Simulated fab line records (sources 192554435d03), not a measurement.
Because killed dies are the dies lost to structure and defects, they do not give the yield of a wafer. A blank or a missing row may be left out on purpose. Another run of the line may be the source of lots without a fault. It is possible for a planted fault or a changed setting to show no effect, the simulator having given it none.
fab line records	flow n5-finfet
record lots=5	wafers=13	last-day=18
route steps=1938 shown HKMG_FIN@400 BEOL_M4@1111 PASSIVATION@1936
lots untouched by any fault: they come from a run of this same line in which no faults occurred
start-h: start of the lot's first displayed wafer, in hours after the record's first day	wait-h: hours elapsed since this lot's preceding step	" the same as in the row above	L1.1+2: a single row standing in for several wafers	- no value, or no start given	* or withheld: withheld	< > ~ a bound
route shown NAME@n: NAME is a module with steps in the file, n the number in the route of the first one	usual: average and standard deviation across the fault-free wafers	same: alike in all rows	chamber/n: place in a boat	sites: per-site readings	_std_site: standard deviation of those values	_edge_site: outer sites' mean less inner sites'	radius-mm: for every site, how far away it sits from the centre of the wafer	mask NAME#n: copy n	behind: tool/chamber where the wafer was last shaped	hold: reason for holding the lot/hours on hold/outcome of the hold	device: transistor that didn't switch, given as n, p or np	end of line: the route-end tests of the same wafers	a step without rows: its recipe alone	killed: the dies lost at the first sort to structure and to defects; this is not the yield of the wafer	map: dies across one wafer; x = killed, . = not, _ = none there
set.NAME: the setting as run; set.NAME@STEP: as run at that earlier step	model.NAME: the simulator's own value behind a step, which no gauge read
lots seen at some steps along the route; tables by step, rows by wafer
services: a tool's chamber out of use, with start hour (start-h, from the record's first day; less than 0 if before it), hours out, and reason
## steps
# step N5_HKMG_FIN_INSPECT_61
# recipe mode=adi	inspect-instrument=macro
# usual raw-defect-count=2.0/1.5
lot.wafer	tool	chamber	start-h	wait-h	raw-defect-count
L214.2	defect-inspect-01	-	76.31	0.0	2
L214.3	"	-	"	"	1
L214.4	"	-	"	"	3
L220.1	defect-inspect-01	-	106.55	0.0	7
L220.2	"	-	"	"	3
L227.3	defect-inspect-02	-	151.56	0.0	1
L227.5	"	-	"	"	0
L227.6	"	-	"	"	4
L232.1	defect-inspect-02	-	179.95	0.0	1
L232.3	"	-	"	"	2
L232.5	"	-	"	"	3
L234.1	defect-inspect-01	-	193.00	0.0	4
L234.4	"	-	"	"	2
# step N5_HKMG_FIN_DESCUM_53
# recipe chemistry=O2	time-s=7.9	source-power-w=50	bias-power-w=20	pressure-mtorr=20	rf-frequency-hz=2.712e+07	temp-c=40	resist=CAR-ArF	o2-flow-sccm=225
# usual drypump-motor-current-A=5.6/0.54	oes-product-au=0.78/0.083	rf-vpp-V=243.6/1.3	showerhead-plenum-p-Torr=2.12/0.059	throttle-valve-pct=20.4/0.35
# same time-s=7.9
lot.wafer	tool	chamber	start-h	wait-h	drypump-motor-current-A	oes-product-au	rf-hours-counter-h	rf-vpp-V	showerhead-plenum-p-Torr	throttle-valve-pct
L214.2	rie-diel-02	1	76.35	0.0	5.7	0.80	97	242.6	2.13	20.8
L214.3	"	0	"	"	6.2	0.72	181	245.5	2.19	20.9
L214.4	"	3	"	"	5.3	0.69	214	243.5	2.17	20.8
L220.1	rie-diel-06	1	106.58	0.0	6.5	0.89	51	243.5	2.13	19.9
L220.2	"	2	"	"	5.4	0.69	238	243.8	2.16	20.6
L227.3	rie-diel-06	3	151.59	0.0	4.8	0.92	23	241.3	2.05	19.9
L227.5	"	0	"	"	5.3	0.75	-	243.0	2.14	20.4
L227.6	"	1	"	"	6.5	0.85	-	244.3	2.12	20.0
L232.1	rie-diel-06	1	179.98	0.0	6.4	0.84	76	243.5	2.12	20.0
L232.3	"	1	"	"	6.5	0.83	-	242.5	2.12	20.0
L232.5	"	1	"	"	6.5	0.85	-	244.7	2.12	20.0
L234.1	rie-diel-02	2	193.42	0.4	5.1	0.69	201	245.3	2.17	20.6
L234.4	"	1	"	"	5.7	0.76	-	242.3	2.12	20.8
# step N5_HKMG_FIN_ETCH_54
# recipe chemistry=CF4	target=SiARC	target-depth-a=455	mask-material=CAR-ArF	time-s=75.8	ion-energy-ev=80	pressure-mtorr=40	source-w=545	bias-w=36	Ar_flow_sccm=100	cf4-flow-sccm=100	ends=cleared
# step N5_HKMG_FIN_ETCH_55
# recipe chemistry=N2/H2	target=SOC	target-depth-a=2400	temp-c=40	time-s=300	ion-energy-ev=200	mask-material=SiARC	pressure-mtorr=30	source-w=840	bias-w=150	n2-flow-sccm=200	h2-flow-sccm=200
# step N5_HKMG_FIN_STRIP_56
# recipe chemistry=N2/H2	temp-c=40	n2-flow-sccm=200	h2-flow-sccm=200	rf-frequency-hz=6e+07
# step N5_HKMG_FIN_STRIP_57
# recipe chemistry=CF4	resist=SiARC	power-w=300	bias-power-w=75	pressure-mtorr=50	cf4-flow-sccm=150	rf-frequency-hz=6e+07
# step N5_HKMG_FIN_ETCH_58
# recipe chemistry=N2/H2	target=SOC	target-depth-a=2158	ion-energy-ev=50	bias-w=13	time-s=741	pressure-mtorr=30	source-w=875	n2-flow-sccm=200	h2-flow-sccm=200
# step N5_HKMG_FIN_STRIP_93
# recipe chemistry=N2/H2	material=SOC	time-s=20	power-w=500	temp-c=40	pressure-mtorr=50	rf-frequency-hz=6e+07	bias-power-w=8	h2-frac=0.5	n2-flow-sccm=300	h2-flow-sccm=300
# step N5_HKMG_FIN_WET_ETCH_76
# recipe chemistry=dNH4OH	mix=1:50	temp-c=25	target=Al2O3	stop-on=La2O3	target-depth-nm=2.25	dry=ipa-marangoni	rinse-time-s=30	rinse-temp-c=23
# step N5_HKMG_FIN_STRIP_60
# recipe chemistry=N2/H2	power-w=2500	temp-c=300	h2-frac=0.65	time-s=360	pressure-mtorr=withheld	n2-flow-sccm=1750	h2-flow-sccm=3250
# step N5_HKMG_FIN_WET_ETCH_77
# recipe chemistry=dHCl	mix=1:10000	temp-c=25	target=La2O3	stop-on=HfO2	target-depth-nm=2
# step N5_HKMG_FIN_WET_ETCH_78
# recipe chemistry=dNH4OH	mix=1:50	temp-c=25	target=Al2O3	stop-on=La2O3	target-depth-nm=4.5	dry=ipa-marangoni	rinse-time-s=30	rinse-temp-c=23
# step N5_HKMG_FIN_ALD_79
# recipe material=TiN	target-thk-a=15	temp-c=400	ald-precursor-family=TiCl4	ald-co-reactant=NH3	pulse-time-s=1	purge-time-s=3	co-reactant-purge-time-s=2	co-reactant-pulse-time-s=2	ald-cycles=68	pressure-torr=3
# usual heater-power-w=852/100	precursor-pulse-height-rel=1.000/0.019
lot.wafer	tool	chamber	start-h	wait-h	heater-power-w	precursor-pulse-height-rel	model.TiN_of_HKMG_FIN_ALD_79.thk-nm
L214.2	ald-metal-03	3	77.71	0.0	786	1.001	1.4
L214.3	"	0	"	"	802	1.000	1.4
L214.4	"	1	"	"	943	0.987	1.4
L220.1	ald-metal-03	3	107.95	0.0	783	1.006	1.4
L220.2	"	1	"	"	928	1.002	0.8
L227.3	ald-metal-02	3	152.95	0.0	843	1.010	1.4
L227.5	"	3	"	"	846	1.032	1.4
L227.6	"	0	"	"	709	1.022	1.4
L232.1	ald-metal-02	3	181.75	0.0	857	1.007	1.4
L232.3	"	1	"	"	836	1.016	1.6
L232.5	"	2	"	"	725	0.996	1.6
L234.1	ald-metal-03	0	194.79	0.0	771	0.994	1.6
L234.4	"	3	"	"	804	1.018	1.6
# step N5_HKMG_FIN_CVD_62
# recipe material=a-Si	target-thk-a=30	temp-c=500	precursor=Si2H6	pressure-torr=1	time-s=20.8
# usual heater-power-w=1397/110
# same time-s=20.8
lot.wafer	tool	chamber	start-h	wait-h	heater-power-w
L214.2	thermal-cvd-si-02	1	78.07	0.2	1453
L214.3	"	2	"	"	1219
L214.4	"	2	"	"	1171
L220.1	thermal-cvd-si-02	1	108.31	0.2	1459
L220.2	"	0	"	"	1533
L227.3	thermal-cvd-si-01	1	153.32	0.2	1528
L227.5	"	1	"	"	1461
L227.6	"	2	"	"	1266
L232.1	thermal-cvd-si-02	0	182.11	0.2	1523
L232.3	"	1	"	"	1473
L232.5	"	0	"	"	1511
L234.1	thermal-cvd-si-02	2	195.15	0.2	1231
L234.4	"	1	"	"	1466
# step N5_HKMG_FIN_RTA_80
# recipe temp-c=withheld	time-s=2	ambient=N2	idle-temp-c=600	ramp-up-c-per-s=150	ramp-down-c-per-s=60	cool-to-c=600
# step N5_HKMG_FIN_PRECLEAN_64
# recipe chemistry=dHF	time-s=30	temp-c=25	dilution=withheld
# step N5_HKMG_FIN_WET_ETCH_65
# recipe chemistry=TMAH	temp-c=70	conc-wt-pct=5	target=a-Si	stop-on=TiN	time-s=49	target-depth-nm=3
# step N5_HKMG_FIN_WET_ETCH_81
# recipe chemistry=SC1	target=TiN	stop-on=HfO2	mix=1:1:5	temp-c=60	time-s=57	target-depth-nm=6
# step N5_HKMG_FIN_WET_ETCH_82
# recipe chemistry=dHCl	mix=1:10000	temp-c=25	target=La2O3	stop-on=HfO2	target-depth-nm=2	dry=ipa-marangoni	rinse-time-s=30	rinse-temp-c=23
# step N5_HKMG_FIN_ALD_36
# recipe material=TiN	target-thk-a=10	temp-c=400	ald-precursor-family=TiCl4	ald-co-reactant=NH3	pulse-time-s=1	purge-time-s=3	co-reactant-purge-time-s=2	co-reactant-pulse-time-s=2	ald-cycles=47	pressure-torr=3
# usual heater-power-w=865/130	precursor-pulse-height-rel=1.000/0.021
lot.wafer	tool	chamber	start-h	wait-h	heater-power-w	precursor-pulse-height-rel
L214.2	ald-metal-02	3	78.48	0.0	839	0.988
L214.3	"	1	"	"	828	0.973
L214.4	"	0	"	"	703	1.031
L220.1	ald-metal-03	1	108.84	0.1	930	0.987
L220.2	"	0	"	"	800	1.006
L227.3	ald-metal-01	0	153.71	0.0	944	1.002
L227.5	"	1	"	"	740	0.974
L227.6	"	2	"	"	1096	1.016
L232.1	ald-metal-02	3	182.55	0.0	820	0.997
L232.3	"	2	"	"	726	0.963
L232.5	"	3	"	"	852	1.026
L234.1	ald-metal-01	3	195.56	0.0	932	1.009
L234.4	"	2	"	"	1079	0.975
# step N5_HKMG_FIN_PWFM_ALD_03
# recipe material=TiN	target-thk-a=20	temp-c=400	ald-precursor-family=TiCl4	ald-co-reactant=NH3	pulse-time-s=1	purge-time-s=3	co-reactant-purge-time-s=2	co-reactant-pulse-time-s=2	ald-cycles=91	pressure-torr=3
# usual heater-power-w=872/110	precursor-pulse-height-rel=0.997/0.022
lot.wafer	tool	chamber	start-h	wait-h	heater-power-w	precursor-pulse-height-rel
L214.2	ald-metal-01	3	78.79	0.0	930	1.020
L214.3	"	2	"	"	1083	1.001
L214.4	"	0	"	"	960	1.013
L220.1	ald-metal-02	2	109.16	0.0	723	0.992
L220.2	"	0	"	"	706	1.031
L227.3	ald-metal-02	2	154.03	0.0	713	0.999
L227.5	"	0	"	"	691	1.025
L227.6	"	3	"	"	839	0.986
L232.1	ald-metal-03	0	182.87	0.0	817	1.020
L232.3	"	1	"	"	919	1.008
L232.5	"	3	"	"	797	0.957
L234.1	ald-metal-02	0	195.87	0.0	689	0.989
L234.4	"	2	"	"	752	1.001
# step N5_HKMG_FIN_COAT_29
# recipe resist=SOC	temp-c=250	time-s=60	spin-rpm=1500	resist-thk-nm=300
# step N5_HKMG_FIN_COAT_30
# recipe resist=SiARC	temp-c=220	time-s=60	spin-rpm=1500	resist-thk-nm=35
# step N5_HKMG_FIN_COAT_06
# recipe resist=CAR-ArF	spin-rpm=1500	resist-thk-nm=90
# step N5_HKMG_FIN_EBR_08
# recipe solvent=PGMEA	ebr-width-mm=1.5
# step N5_HKMG_FIN_SOFTBAKE_07
# recipe temp-c=110	time-s=60	resist=CAR-ArF
# step N5_HKMG_FIN_EXPOSE_09
# recipe mask-id=NWFM	na=1.35	source-shape=conventional	sigma-outer=0.8	polarization=unpolarized	dose-mj=39.25
# step N5_HKMG_FIN_PEB_10
# recipe peb-temp-c=withheld	peb-time-s=60	resist=CAR-ArF
# step N5_HKMG_FIN_DEVELOP_11
# recipe develop-time-s=30	developer=TMAH	resist=CAR-ArF	dev-temp-c=23	rinse-liquid=diw	dry=air-spin
# step N5_HKMG_FIN_CD_MEAS_12
# recipe target-cd-nm=92.8	landing-energy-ev=500	detector=se-inlens
# usual cd-nm=93.0/1
lot.wafer	tool	chamber	start-h	wait-h	cd-nm
L214.2	cd-sem-01	0	79.63	-	93.4
L214.3	"	0	"	"	93.0
L214.4	"	0	"	"	92.3
L220.1	cd-sem-01	0	110.00	-	92.7
L220.2	"	0	"	"	91.9
L227.3	cd-sem-01	0	154.75	-	93.3
L227.5	"	0	"	"	95.3
L227.6	"	0	"	"	94.3
L232.1	cd-sem-01	0	183.58	-	93.8
L232.3	"	0	"	"	93.6
L232.5	"	0	"	"	93.4
L234.1	cd-sem-02	0	196.71	-	91.8
L234.4	"	0	"	"	92.7
# step N5_HKMG_FIN_OVL_MEAS_13
# recipe points-per-wafer=44
# usual NWFM_OVL=0.0/0.84
lot.wafer	tool	chamber	start-h	wait-h	NWFM_OVL[nm]
L214.2	overlay-01	0	79.66	0.0	0.0
L214.3	"	0	"	"	-0.1
L214.4	"	0	"	"	-0.7
L220.1	overlay-02	0	110.03	0.0	-0.2
L220.2	"	0	"	"	-1.5
L227.3	overlay-01	0	154.77	0.0	0.8
L227.5	"	0	"	"	1.0
L227.6	"	0	"	"	-0.2
L232.1	overlay-01	0	183.61	0.0	-0.9
L232.3	"	0	"	"	-0.7
L232.5	"	0	"	"	-1.0
L234.1	overlay-02	0	196.74	0.0	-0.1
L234.4	"	0	"	"	1.2
# step N5_HKMG_FIN_INSPECT_14
# recipe mode=adi	inspect-instrument=macro
# usual raw-defect-count=2.0/1.6
lot.wafer	tool	chamber	start-h	wait-h	raw-defect-count
L214.2	defect-inspect-02	-	79.69	0.0	3
L214.3	"	-	"	"	1
L214.4	"	-	"	"	1
L220.1	defect-inspect-01	-	110.05	0.0	1
L220.2	"	-	"	"	3
L227.3	defect-inspect-02	-	154.80	0.0	4
L227.5	"	-	"	"	3
L227.6	"	-	"	"	5
L232.1	defect-inspect-01	-	183.64	0.0	1
L232.3	"	-	"	"	2
L232.5	"	-	"	"	3
L234.1	defect-inspect-01	-	196.77	0.0	0
L234.4	"	-	"	"	5
# step N5_HKMG_FIN_DESCUM_17
# recipe chemistry=O2	time-s=7.9	source-power-w=50	bias-power-w=20	pressure-mtorr=20	rf-frequency-hz=2.712e+07	temp-c=40	resist=CAR-ArF	o2-flow-sccm=225
# step N5_HKMG_FIN_ETCH_31
# recipe chemistry=CF4	target=SiARC	target-depth-a=455	mask-material=CAR-ArF	time-s=75.8	ion-energy-ev=80	pressure-mtorr=40	source-w=545	bias-w=36	Ar_flow_sccm=100	cf4-flow-sccm=100	ends=cleared
# usual drypump-motor-current-A=5.5/0.51	etch-rf-on-time-s=76.7/2.2	oes-product-au=0.66/0.075	rf-vpp-V=184.3/0.96	showerhead-plenum-p-Torr=2.16/0.046	throttle-valve-pct=15.6/0.32
lot.wafer	tool	chamber	start-h	wait-h	drypump-motor-current-A	etch-rf-on-time-s	oes-product-au	rf-hours-counter-h	rf-vpp-V	showerhead-plenum-p-Torr	throttle-valve-pct
L214.2	rie-diel-06	1	79.75	0.0	6.5	73.8	0.75	44	183.2	2.16	15.0
L214.3	"	0	"	"	5.3	77.6	0.65	144	184.5	2.23	15.8
L214.4	"	3	"	"	4.8	76.8	0.84	1	185.4	2.11	15.0
L220.1	rie-diel-02	2	110.12	0.0	5.1	74.5	0.63	170	185.7	2.21	15.7
L220.2	"	3	"	"	5.3	76.3	0.60	225	184.6	2.21	16.0
L227.3	rie-diel-02	1	154.87	0.0	5.7	76.5	0.66	126	184.1	2.14	15.8
L227.5	"	3	"	"	5.3	77.0	0.58	-	185.5	2.20	16.1
L227.6	"	0	"	"	6.2	79.5	0.59	-	185.7	2.20	16.0
L232.1	rie-diel-05	3	183.71	0.0	5.6	74.5	0.60	237	184.2	2.20	15.7
L232.3	"	2	"	"	5.9	76.2	0.73	58	182.4	2.10	15.4
L232.5	"	0	"	"	6.3	74.5	0.68	-	184.8	2.07	15.6
L234.1	rie-diel-06	3	196.84	0.0	4.8	79.2	0.73	41	183.5	2.10	15.1
L234.4	"	1	"	"	6.4	74.5	0.71	83	183.5	2.15	15.0
# step N5_HKMG_FIN_ETCH_32
# recipe chemistry=N2/H2	target=SOC	target-depth-a=2400	temp-c=40	time-s=300	ion-energy-ev=200	mask-material=SiARC	pressure-mtorr=30	source-w=840	bias-w=150	n2-flow-sccm=200	h2-flow-sccm=200
# step N5_HKMG_FIN_STRIP_33
# recipe chemistry=N2/H2	temp-c=40	n2-flow-sccm=200	h2-flow-sccm=200	rf-frequency-hz=6e+07
# step N5_HKMG_FIN_STRIP_34
# recipe chemistry=CF4	resist=SiARC	power-w=300	bias-power-w=75	pressure-mtorr=50	cf4-flow-sccm=150	rf-frequency-hz=6e+07
# step N5_HKMG_FIN_ETCH_35
# recipe chemistry=N2/H2	target=SOC	target-depth-a=2158	ion-energy-ev=65	bias-w=5	source-w=3000	time-s=243.4	pressure-mtorr=30	n2-flow-sccm=200	h2-flow-sccm=200
# step N5_HKMG_FIN_STRIP_92
# recipe chemistry=N2/H2	material=SOC	time-s=20	power-w=500	temp-c=40	pressure-mtorr=50	rf-frequency-hz=6e+07	bias-power-w=8	h2-frac=0.5	n2-flow-sccm=300	h2-flow-sccm=300
# step N5_HKMG_FIN_WET_ETCH_18
# recipe chemistry=SC1	target=TiN	mix=1:1:5	temp-c=*	time-s=55	target-depth-nm=5.2	dry=ipa-marangoni	rinse-time-s=30	rinse-temp-c=23
# step N5_HKMG_FIN_STRIP_19
# recipe chemistry=N2/H2	power-w=2500	temp-c=300	h2-frac=0.65	time-s=360	pressure-mtorr=withheld	n2-flow-sccm=1750	h2-flow-sccm=3250
# step N5_BEOL_M4_RC_MEAS_101
# usual DIBL_N=36.5/2.2	DIBL_P=36.9/2.9	IOFF_N=0.17/0.044	IOFF_P=0.22/0.052	ION_N=671/16	ION_P=461/10	SS_N=71.6/0.73	SS_P=73.5/0.79	VT_N=250/4.1	VT_P=-250/4.1	VT_P_LVT=-98/4
lot.wafer	tool	chamber	start-h	wait-h	DIBL_N[mV/V]	DIBL_P[mV/V]	IOFF_N[nA/um]	IOFF_P[nA/um]	ION_N[uA/um]	ION_P[uA/um]	SS_N[mV/dec]	SS_P[mV/dec]	VT_N[mV]	VT_P[mV]	VT_P_LVT[mV]
L214.2	prober-01	0	178.79	0.2	33.2	33.3	0.11	0.14	671	456	70.3	72.2	254	-258	-104
L214.3	"	0	"	"	31.7	33.4	0.09	0.14	645	451	69.8	72.1	259	-257	-105
L214.4	"	0	"	"	34.6	33.1	0.12	0.13	650	444	71.3	72.3	257	-260	-106
L220.1	prober-01	0	212.77	0.0	36.6	36.5	0.19	0.21	668	452	73.5	74.4	247	-251	-98
L220.2	"	0	"	"	28.7	27.4	0.07	0.08	635	431	70.5	72.6	260	-268	-115
L227.3	prober-02	0	266.20	0.5	40.5	42.5	0.27	0.32	706	478	72.1	74.8	240	-245	-93
L227.5	"	0	"	"	35.2	33.9	0.14	0.17	676	462	71.5	72.1	252	-254	-102
L227.6	"	0	"	"	36.8	37.8	0.18	0.23	692	468	71.5	73.2	247	-252	-96
L232.1	prober-01	0	297.06	0.0	37.6	37.8	0.17	0.20	676	458	72.3	73.3	249	-253	-102
L232.3	"	0	"	"	37.8	39.2	0.18	0.23	687	466	72.4	73.8	248	-250	-98
L232.5	"	0	"	"	37.9	39.6	0.18	0.24	679	473	71.4	74.0	246	-248	-97
L234.1	prober-02	0	315.57	0.0	37.2	37.1	0.19	0.28	680	470	71.5	74.5	248	-243	-90
L234.4	"	0	"	"	37.0	37.2	0.19	0.28	690	481	71.4	74.3	248	-241	-90
# step N5_PASSIVATION_PROBE_49
# usual defect-limited-yield=91.3/1.4	killed_at_M0_to_M3=36/10	killed_at_M4_up=13/5.4	killed-at-contacts=12/5.3	killed-at-front-end=39/10	killed-at-other=3.2/2.7	killed-dies=103/16	killed-open=68/13	killed-short=33/6.6	sort_bin_4_leakage=0.01/0.031	sort_bin_5_function=5.1/0.92	sort_bin_6_memory=3.3/0.68	sort_bin_8_speed=0.1/0.41	sort-n-pass=1077/17	sort-yield-pct=91.2/1.4
# same gross-dies=1180	killed-at-back-side=0
lot.wafer	tool	chamber	start-h	wait-h	defect-limited-yield[%]	killed_at_M0_to_M3	killed_at_M4_up	killed-at-contacts	killed-at-front-end	killed-at-other	killed-dies	killed-open	killed-short	sort_bin_4_leakage[%]	sort_bin_5_function[%]	sort_bin_6_memory[%]	sort_bin_8_speed[%]	sort-n-pass	sort-yield-pct[%]
L220.2	prober-01	-	325.43	0.1	91.3	44	9	13	36	1	103	62	38	0	4.5	3.8	26.3	767	65.0
L227.3	prober-01	-	390.31	0.1	90.8	34	14	9	45	7	109	74	35	0.17	6.1	3.0	0	1069	90.6
L227.5	prober-01	-	390.41	0.2	91.4	42	12	11	32	5	102	73	27	0	5.3	3.1	0	1078	91.4
L227.6	prober-01	-	390.46	0.3	92.0	27	15	14	36	2	94	60	33	0	4.7	3.1	0	1086	92.0
L232.1	prober-01	-	416.95	0.0	88.6	42	24	13	51	4	134	93	41	0	5.9	5.3	0	1046	88.6
L232.3	prober-01	-	417.05	0.1	89.8	55	8	14	42	1	120	86	32	0	4.9	4.8	0	1060	89.8
L232.5	prober-01	-	417.15	0.2	91.5	44	5	11	34	6	100	70	28	0	4.1	4.2	0	1080	91.5
# killed by level:class
L220.2 BEOL_M0_SAQP:geometric-particle:short=16 MOL_CONTACT_COAG:geometric-particle:open=11 FIN_SAQP:geometric-particle:open=9 BEOL_M0_SAQP:geometric-particle:open=9 FIN_SAQP:geometric-particle:short=8 STI_FIN_REVEAL:geometric-particle:open=8 BEOL_M1:geometric-particle:open=8 BEOL_M3:geometric-particle:open=7
L227.3 DUMMY_GATE:geometric-particle:open=12 BEOL_M3:geometric-particle:open=11 BEOL_M4:geometric-particle:open=8 BEOL_M0_SAQP:geometric-particle:open=7 FIN_SAQP:geometric-particle:short=5 STI_FIN_REVEAL:geometric-particle:open=5 MOL_CONTACT_COAG:geometric-particle:open=5 BEOL_M0_SAQP:geometric-particle:short=5
L227.5 BEOL_M0:geometric-particle:open=12 MOL_CONTACT_COAG:geometric-particle:open=8 BEOL_M2:geometric-particle:open=8 BEOL_M4:geometric-particle:open=6 GATE_CUT:geometric-particle:open=5 BEOL_M0_SAQP:geometric-particle:open=5 ILD0:geometric-particle:open=4 BEOL_M1:geometric-particle:open=4
L227.6 MOL_CONTACT_COAG:geometric-particle:open=11 FIN_SAQP:geometric-particle:short=10 STI_FIN_REVEAL:geometric-particle:open=6 BEOL_M0_SAQP:geometric-particle:short=6 BEOL_M0_SAQP:geometric-particle:open=5 FIN_SAQP:geometric-particle:open=4 ILD0:geometric-particle:open=4 BEOL_M1:geometric-particle:open=4
L232.1 FIN_SAQP:geometric-particle:open=15 BEOL_M3:geometric-particle:open=15 STI_FIN_REVEAL:geometric-particle:open=10 MOL_CONTACT_COAG:geometric-particle:open=10 BEOL_M4:geometric-particle:open=10 FIN_SAQP:geometric-particle:short=9 GATE_CUT:geometric-particle:short=5 BEOL_M0_SAQP:geometric-particle:open=5
L232.3 BEOL_M3:geometric-particle:open=17 BEOL_M1:geometric-particle:open=11 BEOL_M2:geometric-particle:open=10 FIN_SAQP:geometric-particle:short=9 MOL_CONTACT_COAG:geometric-particle:open=9 GATE_CUT:geometric-particle:open=7 FIN_SAQP:geometric-particle:open=5 GATE_CUT:geometric-particle:short=5
L232.5 BEOL_M3:geometric-particle:open=18 BEOL_M2:geometric-particle:open=9 MOL_CONTACT_COAG:geometric-particle:open=8 FIN_SAQP:geometric-particle:open=6 BEOL_M3:geometric-particle:short=6 STARTING-WAFER:geometric-particle:open=5 BEOL_M0_SAQP:geometric-particle:open=5 GATE_CUT:geometric-particle:short=4
# map L220.2 (x killed, . not)
_________________..........x.________________
______________..x...x..........._____________
___________.......x............x.x.__________
__________..x...x..................._________
________x..............x......x....x.._______
_______................................______
______.x.............................x.._____
_____.x.......x........x...x.............____
____x.....xx.x.....x............x.........___
___....x........x.........x................__
___...x.xx..............................x..__
__.x.........x.........x...................._
__.x............x.x.......x.....x.x.....x..._
_...................................x..x...x.
_........x..x..x......x..x.............x.....
_..x..............x.................x...x....
_..............................x.x...........
_.....x...x..x.......................x.......
_x....x.x..................x..........x...x..
_.x...................xx.....................
_............................................
__..x....x..........x....x...xx........x...._
__x....x.............................x......_
___x..xx................x...x...........x..__
___........................................__
____..x...x....x.........x................___
_____.......x.....x......................____
______...........x......................_____
_______..................x.......x.....______
________.............x.x.............._______
__________........................x._________
___________....................x...__________
______________.x.x....x........x_____________
_________________.........x..________________
# map L214.2 (x killed, . not)
_________________............________________
______________..x............x.._____________
___________..x.....................__________
__________.........................._________
________.x........x.....x.........x.x._______
_______............xx............x....x______
______.x.x..x........................x.._____
_____x....x...x........x...x.............____
____.........x................xx.x.x......___
___..........................xx............__
___.x.....x................xx..............__
__.......x..........x.............x........._
__....x.........x..................x...x...._
_..........x....xx..................x........
_..........x...........x.............x.x.....
_..x.................................x.....x.
_...........................................x
_....x......x.x................x...........x.
_......x.......xx..........x...............x.
_...x......x............x.x..................
_.....x...xx...x.....................x.......
__......x..............x...................._
__......x...........x..x...............x...._
___..x......................x..............__
___.....x..x.....................x.......x.__
____.........x..x......x.................x___
_____.................x...x..............____
______...x......x................x......_____
_______...x............................______
________.............................._______
__________............x............._________
___________........x......x.......x__________
______________.......x.x........_____________
_________________...........x________________
## services
tool	chamber	start-h	hours	kind
rie-diel-06	3	61.57	-	clean
rie-diel-06	3	61.57	-	consumable-replace:focus-ring
rie-diel-06	3	61.57	14.3	scheduled-down
rie-diel-06	3	61.57	14.3	vent-cycle
ald-metal-03	0	69.48	4.2	repair
rie-diel-06	3	89.22	5.0	repair
thermal-cvd-si-02	-	113.19	2.8	pm
thermal-cvd-si-01	1	115.22	6.9	repair
thermal-cvd-si-02	0	120.35	12.3	repair
rie-diel-05	1	121.32	1.8	repair
ald-metal-02	-	136.53	2.8	pm
rie-diel-06	2	144.60	-	clean
rie-diel-06	2	144.60	-	consumable-replace:focus-ring
rie-diel-06	2	144.60	14.3	scheduled-down
rie-diel-06	2	144.60	14.3	vent-cycle
thermal-cvd-si-02	-	156.47	0.5	repair
rie-diel-06	1	173.12	2.4	repair
rie-diel-06	0	174.16	8.3	repair
rie-diel-02	3	177.94	-	clean
rie-diel-02	3	177.94	-	consumable-replace:focus-ring
rie-diel-02	3	177.94	17.6	scheduled-down
rie-diel-02	3	177.94	17.6	vent-cycle
thermal-cvd-si-02	2	180.66	10.7	repair
thermal-cvd-si-01	1	192.05	3.0	repair
## key
first-sign step=N5_BEOL_M4_RC_MEAS_101	reading=VT_P_LVT	direction=down	sigmas=4.1	usual=-98	struck=-115
effect step=N5_PASSIVATION_PROBE_49	reading=sort_bin_8_speed	direction=up	sigmas=65	usual=0.1	struck=26.3
model-effect step=N5_HKMG_FIN_ALD_79	value=TiN_of_HKMG_FIN_ALD_79.thk-nm	without=1.4	struck=0.8
met-at N5_HKMG_FIN_ALD_79
struck-wafers L220.2
onset-between 77.71 107.95
fault kind=process-parameter-drift	tool=ald-metal-03	chamber=-	onset-h=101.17	steps=N5_HKMG_FIN_ALD_79	channel=target-thk-a	offset=*	shape=step	end-h=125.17	scope=struck-wafers-only	acts-in=*	stated=*
